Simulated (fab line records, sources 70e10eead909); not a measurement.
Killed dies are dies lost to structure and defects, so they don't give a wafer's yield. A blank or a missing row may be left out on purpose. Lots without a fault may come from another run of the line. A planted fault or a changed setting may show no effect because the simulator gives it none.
Chamber matching | flow nand_harc | NHARC_A_STAIRCASE_ETCHBACK_157 on rie_diel-08: 4 sister chambers
The step etches the open film in CH3F/O2, target depth 90 nm, time 167.14 s. 16 wafers are shown with their chamber, then 8 later ones without.

WAFERS WITH THEIR CHAMBER
wafer  | chamber | drypump_motor_current_A (A) | showerhead_plenum_p_Torr (Torr) | rf_vpp_V (V)
L075.2 | 1       | 5.6                         | 2.54                            | 245.2
L075.3 | 0       | 5.3                         | 2.49                            | 245.3
L075.5 | 2       | 5.6                         | 2.41                            | 243.5
L080.1 | 3       | 5.8                         | 2.42                            | 246.1
L080.2 | 0       | 5.4                         | 2.49                            | 245.4
L080.4 | 2       | 5.6                         | 2.40                            | 243.9
L085.3 | 0       | 5.3                         | 2.48                            | 244.7
L085.4 | 2       | 5.6                         | 2.39                            | 243.4
L085.5 | 3       | 5.8                         | 2.41                            | 243.1
L088.1 | 3       | 5.8                         | 2.40                            | 245.0
L088.4 | 1       | 5.6                         | 2.52                            | 245.4
L088.6 | 3       | 5.8                         | 2.40                            | 243.0
L087.1 | 2       | 5.6                         | 2.39                            | 243.2
L087.4 | 0       | 5.3                         | 2.47                            | 244.3
L087.6 | 3       | 5.9                         | 2.40                            | 244.2
L094.1 | 3       | 5.8                         | 2.40                            | 242.9

SIGNATURES (means of the wafers above)
reading                  | chamber 0 | chamber 1 | chamber 2 | chamber 3 | scatter within a chamber
drypump_motor_current_A  | 5.325     | 5.600     | 5.600     | 5.817     | 0.0363
showerhead_plenum_p_Torr | 2.4825    | 2.5300    | 2.3975    | 2.4050    | 0.00957
rf_vpp_V                 | 244.925   | 245.300   | 243.500   | 244.050   | 0.892
Rule: a wafer's distance from a chamber is the root of the sum, over the readings, of the square of ((its reading less the chamber's mean) divided by the reading's scatter). The wafer belongs to the nearest chamber; if the next one is less than 2 further off, it can't be placed. The scatter: the root of (the sum of the squares of (reading less its chamber's mean) over the shown wafers, divided by (wafers less chambers)).

WAFERS WITHOUT THEIR CHAMBER
wafer  | drypump_motor_current_A (A) | showerhead_plenum_p_Torr (Torr) | rf_vpp_V (V)
L094.3 | 5.6                         | 2.52                            | 244.9
L094.4 | 5.6                         | 2.38                            | 243.9
L093.2 | 5.3                         | 2.47                            | 244.7
L093.4 | 5.6                         | 2.52                            | 245.6
L093.5 | 5.6                         | 2.38                            | 243.4
L095.3 | 5.6                         | 2.38                            | 243.0
L095.4 | 5.5                         | 2.51                            | 245.0
L095.6 | 5.6                         | 2.38                            | 243.8

WHICH CHAMBER EACH WENT THROUGH
wafer  | from the rows above | in truth
L094.3 | 1                   | 1
L094.4 | 2                   | 2
L093.2 | 0                   | 0
L093.4 | 1                   | 1
L093.5 | 2                   | 2
L095.3 | 2                   | 2
L095.4 | 1                   | 1
L095.6 | 2                   | 2
Placed correctly: 8 of 8. Can't be placed from these rows: 0. Placed wrongly: 0.
